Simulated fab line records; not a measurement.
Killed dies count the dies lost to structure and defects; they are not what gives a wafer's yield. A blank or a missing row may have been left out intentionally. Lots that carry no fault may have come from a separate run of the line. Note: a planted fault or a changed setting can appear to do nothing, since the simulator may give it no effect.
Matching of chambers | flow n5-finfet | N5_BEOL_M7_VIA_ETCH_34 on rie-diel-06 has 4 sister chambers
The step etches SiCOH lowk in C4F6/O2, target depth 125.5 nm, time 50.5 s. 4 wafers are shown with their chamber, then 9 later ones without.

== WAFERS PAIRED WITH THEIR CHAMBERS ==
wafer  | chamber | drypump-motor-current-A (A)
L084.3 | 0       | 5.3
L084.6 | 3       | 4.9
L090.4 | 1       | 6.0
L090.5 | 2       | 5.0

== WAFERS WITHOUT THEIR CHAMBER ==
wafer  | drypump-motor-current-A (A)
L092.1 | 5.0
L092.4 | 5.3
L092.6 | 5.9
L094.2 | 4.9
L094.3 | 5.9
L094.5 | 4.9
L097.1 | 5.1
L097.4 | 5.3
L097.5 | 5.1

== THE CHAMBER EACH PASSED THROUGH ==
wafer  | from the rows above          | in truth
L092.1 | can't be placed: 2 or 3      | 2
L092.4 | 0                            | 0
L092.6 | 1                            | 1
L094.2 | can't be placed: 3 or 2      | 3
L094.3 | 1                            | 1
L094.5 | can't be placed: 3 or 2      | 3
L097.1 | can't be placed: 2 or 3 or 0 | 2
L097.4 | 0                            | 0
L097.5 | can't be placed: 2 or 3 or 0 | 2
Correctly placed: 4 of 9. These rows do not allow placing 5 (true chamber among the candidates in 5). 0 placed wrongly.
How it was worked out, from the rows above alone: a wafer's distance from a chamber is the root of the sum, over the readings, of the square of ((its reading less the chamber's mean) divided by the reading's scatter). If the next closest chamber is less than 2 further off than the closest, the wafer can't be placed; otherwise it belongs to the closest. A chamber's mean is the mean of its shown wafers. The scatter (one wafer shown for each chamber): square how far every hidden wafer sits from the nearest shown wafer, average those squares and take the square root.
